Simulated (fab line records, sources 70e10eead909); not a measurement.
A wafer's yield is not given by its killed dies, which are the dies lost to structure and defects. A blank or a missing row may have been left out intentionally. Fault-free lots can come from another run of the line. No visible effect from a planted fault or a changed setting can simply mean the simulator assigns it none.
Chamber matching + flow nand harc + NHARC_A_CHANNEL_HOLE_D1_DEP_01 on pecvd-01 has 3 sister chambers
The step deposits SiON, target thk 140 nm. 42 wafers are shown with their chamber, then 12 later ones without.

EACH WAFER AND ITS CHAMBER
| wafer  | chamber | heater power w (W) |
|--------|---------|--------------------|
| L075.1 | 1       | 788                |
| L075.3 | 2       | 494                |
| L075.6 | 1       | 805                |
| L075.2 | 0       | 681                |
| L075.4 | 2       | 492                |
| L075.5 | 0       | 716                |
| L079.2 | 0       | 746                |
| L079.3 | 1       | 782                |
| L079.5 | 0       | 762                |
| L079.1 | 2       | 589                |
| L079.4 | 2       | 490                |
| L079.6 | 1       | 761                |
| L077.2 | 2       | 498                |
| L077.4 | 2       | 502                |
| L077.5 | 0       | 768                |
| L078.1 | 0       | 734                |
| L078.5 | 2       | 581                |
| L078.6 | 1       | 796                |
| L080.3 | 1       | 743                |
| L080.5 | 1       | 760                |
| L080.6 | 0       | 757                |
| L080.1 | 2       | 571                |
| L080.2 | 0       | 776                |
| L080.4 | 2       | 577                |
| L083.2 | 0       | 702                |
| L083.5 | 0       | 697                |
| L083.6 | 1       | 733                |
| L084.2 | 0       | 715                |
| L084.3 | 1       | 720                |
| L084.5 | 1       | 732                |
| L088.1 | 2       | 510                |
| L088.3 | 0       | 659                |
| L088.6 | 0       | 675                |
| L089.1 | 1       | 673                |
| L089.3 | 2       | 519                |
| L089.4 | 2       | 539                |
| L089.2 | 0       | 696                |
| L089.5 | 1       | 688                |
| L089.6 | 0       | 699                |
| L090.2 | 0       | 716                |
| L090.4 | 1       | 705                |
| L090.5 | 0       | 731                |

SIGNATURES, as means of the wafers listed above
| reading        | chamber 0 | chamber 1 | chamber 2 | scatter within a chamber |
|----------------|-----------|-----------|-----------|--------------------------|
| heater power w | 719.41    | 745.08    | 530.17    | 38                       |
Rule: for a wafer and a chamber, the distance is found by dividing, reading by reading, the gap between the wafer's reading and the chamber's mean by the reading's scatter, squaring, summing and taking the root. If the next closest chamber is less than 2 further off than the closest, the wafer can't be placed; otherwise it belongs to the closest. The scatter: take each reading less its chamber's mean, square it, sum over the shown wafers, divide by the number of wafers less the number of chambers, and take the root.

WAFERS WITH NO CHAMBER GIVEN
| wafer  | heater power w (W) |
|--------|--------------------|
| L092.2 | 668                |
| L092.4 | 672                |
| L092.6 | 561                |
| L095.1 | 773                |
| L095.3 | 775                |
| L095.6 | 750                |
| L096.1 | 737                |
| L096.4 | 752                |
| L096.5 | 757                |
| L097.3 | 789                |
| L097.4 | 689                |
| L097.6 | 785                |

EACH ONE'S CHAMBER
| wafer  | from the rows above     | in truth |
|--------|-------------------------|----------|
| L092.2 | can't be placed: 0 or 1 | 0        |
| L092.4 | can't be placed: 0 or 1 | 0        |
| L092.6 | 2                       | 2        |
| L095.1 | can't be placed: 1 or 0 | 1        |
| L095.3 | can't be placed: 1 or 0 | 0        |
| L095.6 | can't be placed: 1 or 0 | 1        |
| L096.1 | can't be placed: 1 or 0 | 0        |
| L096.4 | can't be placed: 1 or 0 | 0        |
| L096.5 | can't be placed: 1 or 0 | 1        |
| L097.3 | can't be placed: 1 or 0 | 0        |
| L097.4 | can't be placed: 0 or 1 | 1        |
| L097.6 | can't be placed: 1 or 0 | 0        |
Placed correctly: 1 of 12. These rows do not allow placing 11 (true chamber among the candidates in 11). 0 placed wrongly.
